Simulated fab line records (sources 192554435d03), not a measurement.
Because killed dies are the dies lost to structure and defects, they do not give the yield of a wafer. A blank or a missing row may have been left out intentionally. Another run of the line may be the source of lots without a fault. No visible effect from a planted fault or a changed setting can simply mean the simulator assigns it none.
fab line records / flow n5_finfet / part 2 of 2: steps 17 to 26 of 26
record lots=5 wafers=15 last_day=16
route steps=1938 shown BEOL_M11@1564
lots untouched by any fault: they come from a run of this same line in which no faults occurred
start_h: start of the lot's first displayed wafer, in hours after the record's first day / wait_h: how many hours have passed since the lot's step before this one / " unchanged from the row above / L1.1+2: a single row standing in for several wafers / - value missing, or start not given / * or withheld: withheld / < > ~ a bound
route shown NAME@n: NAME is a module with steps in the file, n the number in the route of the first one / usual: the fault-free wafers' mean and standard deviation / same: alike in all rows / chamber/n: place in a boat / sites: the reading at each site / _std_site: their standard deviation / _edge_site: the outer-site mean with the inner-site mean subtracted / radius_mm: for every site, how far away it sits from the centre of the wafer / mask NAME#n: copy n / behind: the last tool/chamber to shape the wafer / hold: cause of the lot's hold/its duration in hours/its outcome / device: names the non-switching transistor (n, p or np) / end of line: tests run on the same wafers once the route is complete / step lacking rows: just its recipe / killed: not the wafer's yield, but the dies lost to structure and defects at the first sort / map: the dies of a wafer, with x for killed, . for not killed, _ for no die there
set.NAME: the setting the step ran with; set.NAME@STEP: the setting that earlier step ran with / model.NAME: the simulator's own value behind a step, which no gauge read
lots at some steps of the route; a table a step, a row a wafer
services: when a tool's chamber went out of use (start_h, in hours from the record's first day, below 0 if earlier), for how many hours, and the reason
## steps
# step N5_BEOL_M11_STRIP_77
# recipe chemistry=N2/H2 time_s=10 power_w=450 temp_c=40 pressure_mtorr=20 rf_frequency_hz=6e+07 bias_power_w=7 n2_flow_sccm=200 h2_flow_sccm=200
# usual drypump_motor_current_A=5.8/0.44 oes_product_au=0.74/0.073 rf_vpp_V=59.2/0.92 showerhead_plenum_p_Torr=2.53/0.088 throttle_valve_pct=23.67/0.27
lot.wafer=L076.3 tool=rie_diel-01 chamber=2 start_h=- wait_h=- drypump_motor_current_A=6.0 oes_product_au=0.70 rf_hours_counter_h=202 rf_vpp_V=59.6 showerhead_plenum_p_Torr=2.62 throttle_valve_pct=23.62
lot.wafer=L076.4 tool=rie_diel-01 chamber=3 start_h=- wait_h=- drypump_motor_current_A=5.0 oes_product_au=0.71 rf_hours_counter_h=212 rf_vpp_V=59.4 showerhead_plenum_p_Torr=2.42 throttle_valve_pct=24.07
lot.wafer=L076.6 tool=rie_diel-01 chamber=2 start_h=- wait_h=- drypump_motor_current_A=6.0 oes_product_au=0.70 rf_hours_counter_h=- rf_vpp_V=59.0 showerhead_plenum_p_Torr=2.62 throttle_valve_pct=23.62
lot.wafer=L077.4 tool=rie_diel-01 chamber=2 start_h=- wait_h=- drypump_motor_current_A=5.9 oes_product_au=0.70 rf_hours_counter_h=206 rf_vpp_V=60.3 showerhead_plenum_p_Torr=2.61 throttle_valve_pct=23.63
lot.wafer=L077.5 tool=rie_diel-01 chamber=0 start_h=- wait_h=- drypump_motor_current_A=6.0 oes_product_au=0.75 rf_hours_counter_h=- rf_vpp_V=57.9 showerhead_plenum_p_Torr=2.42 throttle_valve_pct=23.69
lot.wafer=L077.6 tool=rie_diel-01 chamber=3 start_h=- wait_h=- drypump_motor_current_A=5.0 oes_product_au=0.70 rf_hours_counter_h=- rf_vpp_V=58.9 showerhead_plenum_p_Torr=2.42 throttle_valve_pct=24.07
lot.wafer=L086.2 tool=rie_diel-02 chamber=1 start_h=- wait_h=- drypump_motor_current_A=6.2 oes_product_au=0.70 rf_hours_counter_h=224 rf_vpp_V=59.0 showerhead_plenum_p_Torr=2.58 throttle_valve_pct=23.30
lot.wafer=L086.5 tool=rie_diel-02 chamber=0 start_h=- wait_h=- drypump_motor_current_A=5.7 oes_product_au=0.71 rf_hours_counter_h=- rf_vpp_V=58.9 showerhead_plenum_p_Torr=2.51 throttle_valve_pct=23.51
lot.wafer=L086.6 tool=rie_diel-02 chamber=1 start_h=- wait_h=- drypump_motor_current_A=6.2 oes_product_au=0.69 rf_hours_counter_h=- rf_vpp_V=61.3 showerhead_plenum_p_Torr=2.58 throttle_valve_pct=23.30
lot.wafer=L084.1 tool=rie_diel-05 chamber=0 start_h=- wait_h=- drypump_motor_current_A=5.8 oes_product_au=0.79 rf_hours_counter_h=109 rf_vpp_V=59.2 showerhead_plenum_p_Torr=2.65 throttle_valve_pct=23.52
lot.wafer=L084.2 tool=rie_diel-05 chamber=1 start_h=- wait_h=- drypump_motor_current_A=5.7 oes_product_au=0.69 rf_hours_counter_h=208 rf_vpp_V=57.5 showerhead_plenum_p_Torr=2.40 throttle_valve_pct=24.28
lot.wafer=L084.4 tool=rie_diel-05 chamber=2 start_h=- wait_h=- drypump_motor_current_A=5.6 oes_product_au=0.70 rf_hours_counter_h=- rf_vpp_V=60.3 showerhead_plenum_p_Torr=2.60 throttle_valve_pct=23.49
lot.wafer=L090.4 tool=rie_diel-02 chamber=3 start_h=- wait_h=- drypump_motor_current_A=5.9 oes_product_au=0.68 rf_hours_counter_h=243 rf_vpp_V=59.0 showerhead_plenum_p_Torr=2.41 throttle_valve_pct=23.88
lot.wafer=L090.5 tool=rie_diel-02 chamber=1 start_h=- wait_h=- drypump_motor_current_A=6.2 oes_product_au=0.69 rf_hours_counter_h=- rf_vpp_V=58.6 showerhead_plenum_p_Torr=2.58 throttle_valve_pct=23.31
lot.wafer=L090.6 tool=rie_diel-02 chamber=2 start_h=- wait_h=- drypump_motor_current_A=4.9 oes_product_au=0.71 rf_hours_counter_h=- rf_vpp_V=60.3 showerhead_plenum_p_Torr=2.50 throttle_valve_pct=23.65
# step N5_BEOL_M11_OCD_MEAS_38
# usual trench_depth_nm=147.8/2.4
lot.wafer=L076.3 tool=ocd-01 chamber=- start_h=235.90 wait_h=- trench_depth_nm=144.6
lot.wafer=L076.4 tool=ocd-01 chamber=- start_h=235.90 wait_h=- trench_depth_nm=147.7
lot.wafer=L076.6 tool=ocd-01 chamber=- start_h=235.90 wait_h=- trench_depth_nm=144.3
lot.wafer=L077.4 tool=ocd-02 chamber=- start_h=251.69 wait_h=- trench_depth_nm=144.2
lot.wafer=L077.5 tool=ocd-02 chamber=- start_h=251.69 wait_h=- trench_depth_nm=146.8
lot.wafer=L077.6 tool=ocd-02 chamber=- start_h=251.69 wait_h=- trench_depth_nm=148.0
lot.wafer=L086.2 tool=ocd-02 chamber=- start_h=299.89 wait_h=- trench_depth_nm=148.6
lot.wafer=L086.5 tool=ocd-02 chamber=- start_h=299.89 wait_h=- trench_depth_nm=152.4
lot.wafer=L086.6 tool=ocd-02 chamber=- start_h=299.89 wait_h=- trench_depth_nm=147.3
lot.wafer=L084.1 tool=ocd-01 chamber=- start_h=299.93 wait_h=- trench_depth_nm=149.4
lot.wafer=L084.2 tool=ocd-01 chamber=- start_h=299.93 wait_h=- trench_depth_nm=144.1
lot.wafer=L084.4 tool=ocd-01 chamber=- start_h=299.93 wait_h=- trench_depth_nm=144.5
lot.wafer=L090.4 tool=ocd-01 chamber=- start_h=328.73 wait_h=- trench_depth_nm=146.3
lot.wafer=L090.5 tool=ocd-01 chamber=- start_h=328.73 wait_h=- trench_depth_nm=146.5
lot.wafer=L090.6 tool=ocd-01 chamber=- start_h=328.73 wait_h=- trench_depth_nm=149.1
# step N5_BEOL_M11_HM_STRIP_39
# recipe chemistry=peroxide_tin_strip material=TiN target_depth_a=250 temp_c=50 time_s=158
# usual bath_heat_duty_pct=7.2/0.84
lot.wafer=L076.3 tool=wet_bench-03 chamber=2 start_h=235.93 wait_h=0.0 bath_heat_duty_pct=7.8
lot.wafer=L076.4 tool=wet_bench-03 chamber=7 start_h=235.93 wait_h=0.0 bath_heat_duty_pct=7.3
lot.wafer=L076.6 tool=wet_bench-03 chamber=0 start_h=235.93 wait_h=0.0 bath_heat_duty_pct=7.2
lot.wafer=L077.4 tool=wet_bench-01 chamber=7 start_h=251.71 wait_h=0.0 bath_heat_duty_pct=8.4
lot.wafer=L077.5 tool=wet_bench-01 chamber=3 start_h=251.71 wait_h=0.0 bath_heat_duty_pct=7.1
lot.wafer=L077.6 tool=wet_bench-01 chamber=1 start_h=251.71 wait_h=0.0 bath_heat_duty_pct=7.5
lot.wafer=L086.2 tool=wet_bench-03 chamber=4 start_h=299.92 wait_h=0.0 bath_heat_duty_pct=7.2
lot.wafer=L086.5 tool=wet_bench-03 chamber=5 start_h=299.92 wait_h=0.0 bath_heat_duty_pct=7.0
lot.wafer=L086.6 tool=wet_bench-03 chamber=2 start_h=299.92 wait_h=0.0 bath_heat_duty_pct=7.7
lot.wafer=L084.1 tool=wet_bench-02 chamber=1 start_h=299.97 wait_h=0.0 bath_heat_duty_pct=7.6
lot.wafer=L084.2 tool=wet_bench-02 chamber=2 start_h=299.97 wait_h=0.0 bath_heat_duty_pct=8.4
lot.wafer=L084.4 tool=wet_bench-02 chamber=5 start_h=299.97 wait_h=0.0 bath_heat_duty_pct=7.5
lot.wafer=L090.4 tool=wet_bench-02 chamber=5 start_h=328.76 wait_h=0.0 bath_heat_duty_pct=6.9
lot.wafer=L090.5 tool=wet_bench-02 chamber=0 start_h=328.76 wait_h=0.0 bath_heat_duty_pct=8.2
lot.wafer=L090.6 tool=wet_bench-02 chamber=6 start_h=328.76 wait_h=0.0 bath_heat_duty_pct=6.9
# step N5_BEOL_M11_SRD_40
# recipe time_s=30 temp_c=23 rinse_liquid=diw dry=ipa_marangoni
# usual bath_heat_duty_pct=3.7/0.56
lot.wafer=L076.3 tool=wet_bench-03 chamber=2 start_h=235.97 wait_h=0.0 bath_heat_duty_pct=3.9
lot.wafer=L076.4 tool=wet_bench-03 chamber=7 start_h=235.97 wait_h=0.0 bath_heat_duty_pct=3.8
lot.wafer=L076.6 tool=wet_bench-03 chamber=0 start_h=235.97 wait_h=0.0 bath_heat_duty_pct=3.4
lot.wafer=L077.4 tool=wet_bench-01 chamber=7 start_h=251.76 wait_h=0.0 bath_heat_duty_pct=3.6
lot.wafer=L077.5 tool=wet_bench-01 chamber=3 start_h=251.76 wait_h=0.0 bath_heat_duty_pct=3.4
lot.wafer=L077.6 tool=wet_bench-01 chamber=1 start_h=251.76 wait_h=0.0 bath_heat_duty_pct=3.3
lot.wafer=L086.2 tool=wet_bench-03 chamber=4 start_h=299.97 wait_h=0.0 bath_heat_duty_pct=2.8
lot.wafer=L086.5 tool=wet_bench-03 chamber=5 start_h=299.97 wait_h=0.0 bath_heat_duty_pct=4.3
lot.wafer=L086.6 tool=wet_bench-03 chamber=2 start_h=299.97 wait_h=0.0 bath_heat_duty_pct=4.1
lot.wafer=L084.1 tool=wet_bench-02 chamber=1 start_h=300.01 wait_h=0.0 bath_heat_duty_pct=2.9
lot.wafer=L084.2 tool=wet_bench-02 chamber=2 start_h=300.01 wait_h=0.0 bath_heat_duty_pct=3.6
lot.wafer=L084.4 tool=wet_bench-02 chamber=5 start_h=300.01 wait_h=0.0 bath_heat_duty_pct=3.0
lot.wafer=L090.4 tool=wet_bench-02 chamber=5 start_h=328.80 wait_h=0.0 bath_heat_duty_pct=3.6
lot.wafer=L090.5 tool=wet_bench-02 chamber=0 start_h=328.80 wait_h=0.0 bath_heat_duty_pct=4.9
lot.wafer=L090.6 tool=wet_bench-02 chamber=6 start_h=328.80 wait_h=0.0 bath_heat_duty_pct=3.5
# step N5_BEOL_M11_PRECLEAN_42
# recipe chemistry=residue_remover time_s=60 temp_c=40
# usual bath_heat_duty_pct=4.6/0.6
lot.wafer=L076.3 tool=wet_bench-03 chamber=2 start_h=235.99 wait_h=0.0 bath_heat_duty_pct=4.6
lot.wafer=L076.4 tool=wet_bench-03 chamber=7 start_h=235.99 wait_h=0.0 bath_heat_duty_pct=4.5
lot.wafer=L076.6 tool=wet_bench-03 chamber=0 start_h=235.99 wait_h=0.0 bath_heat_duty_pct=3.8
lot.wafer=L077.4 tool=wet_bench-01 chamber=7 start_h=251.78 wait_h=0.0 bath_heat_duty_pct=5.0
lot.wafer=L077.5 tool=wet_bench-01 chamber=3 start_h=251.78 wait_h=0.0 bath_heat_duty_pct=5.0
lot.wafer=L077.6 tool=wet_bench-01 chamber=1 start_h=251.78 wait_h=0.0 bath_heat_duty_pct=4.7
lot.wafer=L086.2 tool=wet_bench-03 chamber=4 start_h=299.98 wait_h=0.0 bath_heat_duty_pct=4.3
lot.wafer=L086.5 tool=wet_bench-03 chamber=5 start_h=299.98 wait_h=0.0 bath_heat_duty_pct=4.6
lot.wafer=L086.6 tool=wet_bench-03 chamber=2 start_h=299.98 wait_h=0.0 bath_heat_duty_pct=5.3
lot.wafer=L084.1 tool=wet_bench-02 chamber=1 start_h=300.03 wait_h=0.0 bath_heat_duty_pct=4.4
lot.wafer=L084.2 tool=wet_bench-02 chamber=2 start_h=300.03 wait_h=0.0 bath_heat_duty_pct=4.5
lot.wafer=L084.4 tool=wet_bench-02 chamber=5 start_h=300.03 wait_h=0.0 bath_heat_duty_pct=5.7
lot.wafer=L090.4 tool=wet_bench-02 chamber=5 start_h=328.82 wait_h=0.0 bath_heat_duty_pct=4.8
lot.wafer=L090.5 tool=wet_bench-02 chamber=0 start_h=328.82 wait_h=0.0 bath_heat_duty_pct=5.3
lot.wafer=L090.6 tool=wet_bench-02 chamber=6 start_h=328.82 wait_h=0.0 bath_heat_duty_pct=4.5
# step N5_BEOL_M11_SRD_43
# recipe time_s=30 temp_c=23 rinse_liquid=diw dry=ipa_marangoni
# usual bath_heat_duty_pct=3.7/0.51
lot.wafer=L076.3 tool=wet_bench-03 chamber=2 start_h=236.01 wait_h=0.0 bath_heat_duty_pct=3.2
lot.wafer=L076.4 tool=wet_bench-03 chamber=7 start_h=236.01 wait_h=0.0 bath_heat_duty_pct=4.3
lot.wafer=L076.6 tool=wet_bench-03 chamber=0 start_h=236.01 wait_h=0.0 bath_heat_duty_pct=3.4
lot.wafer=L077.4 tool=wet_bench-01 chamber=7 start_h=251.79 wait_h=0.0 bath_heat_duty_pct=3.5
lot.wafer=L077.5 tool=wet_bench-01 chamber=3 start_h=251.79 wait_h=0.0 bath_heat_duty_pct=3.5
lot.wafer=L077.6 tool=wet_bench-01 chamber=1 start_h=251.79 wait_h=0.0 bath_heat_duty_pct=3.1
lot.wafer=L086.2 tool=wet_bench-03 chamber=4 start_h=300.00 wait_h=0.0 bath_heat_duty_pct=3.8
lot.wafer=L086.5 tool=wet_bench-03 chamber=5 start_h=300.00 wait_h=0.0 bath_heat_duty_pct=3.9
lot.wafer=L086.6 tool=wet_bench-03 chamber=2 start_h=300.00 wait_h=0.0 bath_heat_duty_pct=4.9
lot.wafer=L084.1 tool=wet_bench-02 chamber=1 start_h=300.05 wait_h=0.0 bath_heat_duty_pct=4.2
lot.wafer=L084.2 tool=wet_bench-02 chamber=2 start_h=300.05 wait_h=0.0 bath_heat_duty_pct=3.5
lot.wafer=L084.4 tool=wet_bench-02 chamber=5 start_h=300.05 wait_h=0.0 bath_heat_duty_pct=2.8
lot.wafer=L090.4 tool=wet_bench-02 chamber=5 start_h=328.84 wait_h=0.0 bath_heat_duty_pct=3.1
lot.wafer=L090.5 tool=wet_bench-02 chamber=0 start_h=328.84 wait_h=0.0 bath_heat_duty_pct=4.4
lot.wafer=L090.6 tool=wet_bench-02 chamber=6 start_h=328.84 wait_h=0.0 bath_heat_duty_pct=3.6
# step N5_BEOL_M11_CD_MEAS_35
# recipe target_cd_nm=70 polarity=opening
# usual cd_nm=69.9/0.72
lot.wafer=L076.3 tool=cd_sem-02 chamber=- start_h=236.05 wait_h=0.0 cd_nm=70.2
lot.wafer=L076.4 tool=cd_sem-02 chamber=- start_h=236.05 wait_h=0.0 cd_nm=69.0
lot.wafer=L076.6 tool=cd_sem-02 chamber=- start_h=236.05 wait_h=0.0 cd_nm=69.9
lot.wafer=L077.4 tool=cd_sem-03 chamber=- start_h=251.84 wait_h=0.0 cd_nm=69.7
lot.wafer=L077.5 tool=cd_sem-03 chamber=- start_h=251.84 wait_h=0.0 cd_nm=69.1
lot.wafer=L077.6 tool=cd_sem-03 chamber=- start_h=251.84 wait_h=0.0 cd_nm=69.6
lot.wafer=L086.2 tool=cd_sem-02 chamber=- start_h=300.04 wait_h=0.0 cd_nm=70.2
lot.wafer=L086.5 tool=cd_sem-02 chamber=- start_h=300.04 wait_h=0.0 cd_nm=69.3
lot.wafer=L086.6 tool=cd_sem-02 chamber=- start_h=300.04 wait_h=0.0 cd_nm=70.1
lot.wafer=L084.1 tool=cd_sem-01 chamber=- start_h=300.09 wait_h=0.0 cd_nm=70.4
lot.wafer=L084.2 tool=cd_sem-01 chamber=- start_h=300.09 wait_h=0.0 cd_nm=70.1
lot.wafer=L084.4 tool=cd_sem-01 chamber=- start_h=300.09 wait_h=0.0 cd_nm=69.3
lot.wafer=L090.4 tool=cd_sem-01 chamber=- start_h=328.88 wait_h=0.0 cd_nm=70.9
lot.wafer=L090.5 tool=cd_sem-01 chamber=- start_h=328.88 wait_h=0.0 cd_nm=72.0
lot.wafer=L090.6 tool=cd_sem-01 chamber=- start_h=328.88 wait_h=0.0 cd_nm=71.2
# step N5_BEOL_M11_CURE_72
# recipe temp_c=370 time_s=120 ambient=DMADMS/He material=SiCOH_lowk
# usual lamp_power_pct=52.32/0.052 wafer_temp_C_max=371.6/0.67
lot.wafer=L076.3 tool=uv_cure-02 chamber=2 start_h=236.36 wait_h=0.3 lamp_power_pct=52.31 wafer_temp_C_max=372.1
lot.wafer=L076.4 tool=uv_cure-02 chamber=2 start_h=236.36 wait_h=0.3 lamp_power_pct=52.35 wafer_temp_C_max=371.1
lot.wafer=L076.6 tool=uv_cure-02 chamber=2 start_h=236.36 wait_h=0.3 lamp_power_pct=52.30 wafer_temp_C_max=371.5
lot.wafer=L077.4 tool=uv_cure-02 chamber=0 start_h=252.17 wait_h=0.3 lamp_power_pct=52.32 wafer_temp_C_max=371.5
lot.wafer=L077.5 tool=uv_cure-02 chamber=0 start_h=252.17 wait_h=0.3 lamp_power_pct=52.29 wafer_temp_C_max=371.9
lot.wafer=L077.6 tool=uv_cure-02 chamber=0 start_h=252.17 wait_h=0.3 lamp_power_pct=52.35 wafer_temp_C_max=372.0
lot.wafer=L084.1 tool=uv_cure-02 chamber=0 start_h=300.13 wait_h=0.0 lamp_power_pct=52.38 wafer_temp_C_max=371.4
lot.wafer=L084.2 tool=uv_cure-02 chamber=0 start_h=300.13 wait_h=0.0 lamp_power_pct=52.32 wafer_temp_C_max=371.4
lot.wafer=L084.4 tool=uv_cure-02 chamber=0 start_h=300.13 wait_h=0.0 lamp_power_pct=52.31 wafer_temp_C_max=371.3
lot.wafer=L086.2 tool=uv_cure-03 chamber=2 start_h=300.13 wait_h=0.1 lamp_power_pct=52.31 wafer_temp_C_max=372.1
lot.wafer=L086.5 tool=uv_cure-03 chamber=2 start_h=300.13 wait_h=0.1 lamp_power_pct=52.29 wafer_temp_C_max=372.7
lot.wafer=L086.6 tool=uv_cure-03 chamber=2 start_h=300.13 wait_h=0.1 lamp_power_pct=52.33 wafer_temp_C_max=371.9
lot.wafer=L090.4 tool=uv_cure-02 chamber=1 start_h=329.07 wait_h=0.2 lamp_power_pct=52.30 wafer_temp_C_max=371.3
lot.wafer=L090.5 tool=uv_cure-02 chamber=1 start_h=329.07 wait_h=0.2 lamp_power_pct=52.29 wafer_temp_C_max=371.3
lot.wafer=L090.6 tool=uv_cure-02 chamber=1 start_h=329.07 wait_h=0.2 lamp_power_pct=52.35 wafer_temp_C_max=371.4
# step N5_BEOL_M11_DEGAS_44
# recipe ambient=vacuum temp_c=250 time_s=60
# usual heater_power_w=336/44
lot.wafer=L076.3 tool=pvd_sputter-01 chamber=- start_h=236.89 wait_h=0.5 heater_power_w=395
lot.wafer=L076.4 tool=pvd_sputter-01 chamber=- start_h=236.89 wait_h=0.5 heater_power_w=281
lot.wafer=L076.6 tool=pvd_sputter-01 chamber=- start_h=236.89 wait_h=0.5 heater_power_w=324
lot.wafer=L077.4 tool=pvd_sputter-03 chamber=- start_h=252.52 wait_h=0.2 heater_power_w=275
lot.wafer=L077.5 tool=pvd_sputter-03 chamber=- start_h=252.52 wait_h=0.2 heater_power_w=383
lot.wafer=L077.6 tool=pvd_sputter-03 chamber=- start_h=252.52 wait_h=0.2 heater_power_w=364
lot.wafer=L086.2 tool=pvd_sputter-03 chamber=- start_h=300.60 wait_h=0.4 heater_power_w=327
lot.wafer=L086.5 tool=pvd_sputter-03 chamber=- start_h=300.60 wait_h=0.4 heater_power_w=279
lot.wafer=L086.6 tool=pvd_sputter-03 chamber=- start_h=300.60 wait_h=0.4 heater_power_w=372
lot.wafer=L084.1 tool=pvd_sputter-03 chamber=- start_h=300.68 wait_h=0.5 heater_power_w=270
lot.wafer=L084.2 tool=pvd_sputter-03 chamber=- start_h=300.68 wait_h=0.5 heater_power_w=374
lot.wafer=L084.4 tool=pvd_sputter-03 chamber=- start_h=300.68 wait_h=0.5 heater_power_w=322
lot.wafer=L090.4 tool=pvd_sputter-01 chamber=- start_h=329.49 wait_h=0.4 heater_power_w=328
lot.wafer=L090.5 tool=pvd_sputter-01 chamber=- start_h=329.49 wait_h=0.4 heater_power_w=389
lot.wafer=L090.6 tool=pvd_sputter-01 chamber=- start_h=329.49 wait_h=0.4 heater_power_w=323
# step N5_BEOL_M11_PRE_CLEAN_45
# recipe gas=H2/He time_s=30 temp_c=250
# usual heater_power_w=335/44
lot.wafer=L076.3 tool=pvd_sputter-01 chamber=- start_h=236.93 wait_h=0.0 heater_power_w=398
lot.wafer=L076.4 tool=pvd_sputter-01 chamber=- start_h=236.93 wait_h=0.0 heater_power_w=288
lot.wafer=L076.6 tool=pvd_sputter-01 chamber=- start_h=236.93 wait_h=0.0 heater_power_w=319
lot.wafer=L077.4 tool=pvd_sputter-03 chamber=- start_h=252.56 wait_h=0.0 heater_power_w=277
lot.wafer=L077.5 tool=pvd_sputter-03 chamber=- start_h=252.56 wait_h=0.0 heater_power_w=384
lot.wafer=L077.6 tool=pvd_sputter-03 chamber=- start_h=252.56 wait_h=0.0 heater_power_w=369
lot.wafer=L086.2 tool=pvd_sputter-03 chamber=- start_h=300.64 wait_h=0.0 heater_power_w=325
lot.wafer=L086.5 tool=pvd_sputter-03 chamber=- start_h=300.64 wait_h=0.0 heater_power_w=276
lot.wafer=L086.6 tool=pvd_sputter-03 chamber=- start_h=300.64 wait_h=0.0 heater_power_w=367
lot.wafer=L084.1 tool=pvd_sputter-03 chamber=- start_h=300.72 wait_h=0.0 heater_power_w=273
lot.wafer=L084.2 tool=pvd_sputter-03 chamber=- start_h=300.72 wait_h=0.0 heater_power_w=361
lot.wafer=L084.4 tool=pvd_sputter-03 chamber=- start_h=300.72 wait_h=0.0 heater_power_w=331
lot.wafer=L090.4 tool=pvd_sputter-01 chamber=- start_h=329.53 wait_h=0.0 heater_power_w=321
lot.wafer=L090.5 tool=pvd_sputter-01 chamber=- start_h=329.53 wait_h=0.0 heater_power_w=390
lot.wafer=L090.6 tool=pvd_sputter-01 chamber=- start_h=329.53 wait_h=0.0 heater_power_w=317
## services
tool=arfi_scanner-01 chamber=- start_h=213.09 hours=1.0 kind=pm
tool=arfi_scanner-03 chamber=- start_h=222.81 hours=1.0 kind=pm
tool=uv_cure-03 chamber=- start_h=238.00 hours=2.1 kind=pm
tool=arfi_scanner-03 chamber=- start_h=252.18 hours=1.3 kind=pm
tool=arfi_scanner-03 chamber=- start_h=253.58 hours=1.0 kind=pm
tool=uv_cure-02 chamber=- start_h=257.76 hours=1.6 kind=repair
tool=arfi_scanner-01 chamber=- start_h=259.87 hours=1.0 kind=repair
tool=pvd_sputter-01 chamber=- start_h=265.37 hours=5.6 kind=repair
tool=arfi_scanner-01 chamber=- start_h=274.50 hours=0.8 kind=pm
tool=arfi_scanner-03 chamber=- start_h=277.45 hours=4.9 kind=pm
tool=uv_cure-03 chamber=- start_h=279.94 hours=5.0 kind=repair
tool=arfi_scanner-01 chamber=- start_h=288.21 hours=0.8 kind=pm
tool=rie_diel-05 chamber=3 start_h=291.67 hours=- kind=clean
tool=rie_diel-05 chamber=3 start_h=291.67 hours=- kind=consumable_replace:focus_ring
tool=rie_diel-05 chamber=3 start_h=291.67 hours=12.5 kind=scheduled_down
tool=rie_diel-05 chamber=3 start_h=291.67 hours=12.5 kind=vent_cycle
tool=arfi_scanner-01 chamber=- start_h=295.88 hours=1.3 kind=pm
tool=uv_cure-03 chamber=- start_h=302.61 hours=6.0 kind=pm
tool=rie_diel-05 chamber=2 start_h=312.84 hours=- kind=clean
tool=rie_diel-05 chamber=2 start_h=312.84 hours=- kind=consumable_replace:focus_ring
tool=rie_diel-05 chamber=2 start_h=312.84 hours=16.0 kind=scheduled_down
tool=arfi_scanner-01 chamber=- start_h=314.70 hours=14.2 kind=repair
tool=wet_bench-03 chamber=- start_h=319.39 hours=1.6 kind=repair
tool=arfi_scanner-03 chamber=- start_h=326.41 hours=0.8 kind=pm
